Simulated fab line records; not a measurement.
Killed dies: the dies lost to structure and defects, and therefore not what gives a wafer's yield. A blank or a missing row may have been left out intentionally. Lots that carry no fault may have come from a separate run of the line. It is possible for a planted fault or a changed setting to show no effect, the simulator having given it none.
A struck lot beside a sound one ; flow n5Finfet ; 15 out of 1938 route steps
Sound: the wafers L422.2, L422.3, L422.6. Struck: wafer L435.6 (left out: L435.4, L435.5 of the same lot, which were not struck); the cause appears at the end.
Each step with rows lists, per side, the tool, then ch with its chambers, then its first start. Under that, the readings that differ: sound wafers ; struck wafers ; difference of the means ; sigmas: that difference in standard deviations of wafers without a fault.
alike: readings with means less than 2 such deviations apart, plus words and numbers identical on both sides. not compared: withheld readings, readings lacking a value on some wafer, bounds such as >300 that could conceal the same value, and numbers that have no deviation in the record and whose values overlap.
A row with sigmas, a row that says differs or no value, or rows on one side alone: a step with any of these is where the two part. Non-overlapping numbers with no deviation appear without sigmas and do not part them. A reading that every wafer of one side lacks parts them only if that side has two wafers or more.

N5_BEOL_M4_INSPECT_30: inspects for defects (brightfield).
  struck on defectInspect-01, day 11 12:17; sound on defectInspect-01, day 8 16:34
  alike: rawDefectCount
N5_BEOL_M4_DESCUM_33: chemistry O2, time 7 s.
  sound on rieDiel-05 ch 0,3, day 8 16:36; struck on rieDiel-05 ch 2, day 11 12:19
reading;sound;struck;difference;sigmas
throttleValvePct (%);20.40 20.60 20.40;19.86;-0.61;-2
  alike: chamberPressureMTorr, drypumpMotorCurrentA, oesProductAu, rfVppV, showerheadPlenumPTorr
  not compared: rfHoursCounterH
N5_BEOL_M4_ETCH_77: etches underlayer in N2/H2, target depth 6.5 nm, time 5.2 s.
  sound on rieDiel-05 ch 0,3, day 8 16:38; struck on rieDiel-05 ch 2, day 11 12:20
reading;sound;struck;difference;sigmas
throttleValvePct (%);17.88 18.04 17.87;17.25;-0.68;-3
  alike: biasW, chamberPressureMTorr, drypumpMotorCurrentA, etchRfOnTimeS, oesProductAu, rfVppV, showerheadPlenumPTorr
  not compared: rfHoursCounterH
then, 6 steps without rows for these wafers: N5_BEOL_M4_ETCH_69 (etches SiARC in CF4, target depth 15.6 nm, time 26 s); N5_BEOL_M4_ALD_98 (deposits SiO2, target thk 2.5 nm, pulse time 1 s, co reactant pulse time 1 s); N5_BEOL_M4_ETCHBACK_99 (etches SiO2 in CHF3, target depth 5 nm, time 10.4 s); N5_BEOL_M4_ETCH_70 (etches SOC in N2/H2, target depth 80 nm, overetch 24 nm, time 130 s); N5_BEOL_M4_STRIP_71 (strips in N2/H2); N5_BEOL_M4_STRIP_78 (strips in N2/H2).
N5_BEOL_M4_VIA_ETCH_34: etches the open film in C4F6/O2, target depth 69.4 nm, time 65.9 s.
  sound on rieDiel-05 ch 0,1,3, day 8 17:04; struck on rieDiel-04 ch 3, day 11 21:24
  alike: biasW, chamberPressureMTorr, drypumpMotorCurrentA, oes_ar_750_au, oes_o_777_au, oesProductAu, rfVppV, showerheadPlenumPTorr, throttleValvePct
  not compared: rfHoursCounterH
then, 1 step without rows for these wafers: N5_BEOL_M4_STRIP_83 (strips in C4F6/O2).
N5_BEOL_M4_STRIP_36: strips in N2/H2.
  sound on rieDiel-05 ch 0,1,3, day 8 17:08; struck on rieDiel-04 ch 3, day 11 21:28
  alike: chamberPressureMTorr, drypumpMotorCurrentA, oesProductAu, rfVppV, showerheadPlenumPTorr, throttleValvePct
  not compared: rfHoursCounterH
N5_BEOL_M4_TRENCH_ETCH_37: etches SiOC in C4F6/O2, target depth 55.555 nm, time 29.2 s.
  sound on rieDiel-05 ch 0,1,3, day 8 17:10; struck on rieDiel-04 ch 3, day 11 21:30
reading;sound;struck;difference;sigmas
biasW (W);185.9 185.1 185.1;199.5;+14.1;+26
rfVppV (V);664 675 669;710;+41;+6
model.BEOL_M4.featureDepthNm (nm);56.2 56 54.4;58.2;+2.7;
model.etch.depthNm (nm);56.2 55.94 54.35;58.13;+2.63;
  alike: chamberPressureMTorr, drypumpMotorCurrentA, oes_ar_750_au, oes_o_777_au, oesProductAu, showerheadPlenumPTorr, throttleValvePct
  not compared: rfHoursCounterH
N5_BEOL_M4_ETCH_41: etches SiCN in CH3F/O2, target depth 29.9 nm, time 52.5 s.
  sound: rieDiel-05 ch 0,1,3; struck: rieDiel-04 ch 3
  alike: CH3F_flow_sccm, biasW, chamberPressureMTorr, drypumpMotorCurrentA, oesProductAu, rfVppV, showerheadPlenumPTorr, throttleValvePct
  not compared: rfHoursCounterH
N5_BEOL_M4_RC_MEAS_101:
  sound on prober-02 ch 0, day 8 21:13; struck on prober-02 ch 0, day 12 02:07
reading;sound;struck;difference;sigmas
DIBL_P (mV/V);37.2 38.3 37.6;33.3;-4.4;-3
  alike: DIBL_N, IOFF_N, IOFF_P, ION_N, ION_P, SS_N, SS_P, VT_N, VT_P

WHERE THEY PART
Earliest at N5_BEOL_M4_DESCUM_33; latest, in this record, at N5_BEOL_M4_RC_MEAS_101.

WHY: whatever the simulator had introduced
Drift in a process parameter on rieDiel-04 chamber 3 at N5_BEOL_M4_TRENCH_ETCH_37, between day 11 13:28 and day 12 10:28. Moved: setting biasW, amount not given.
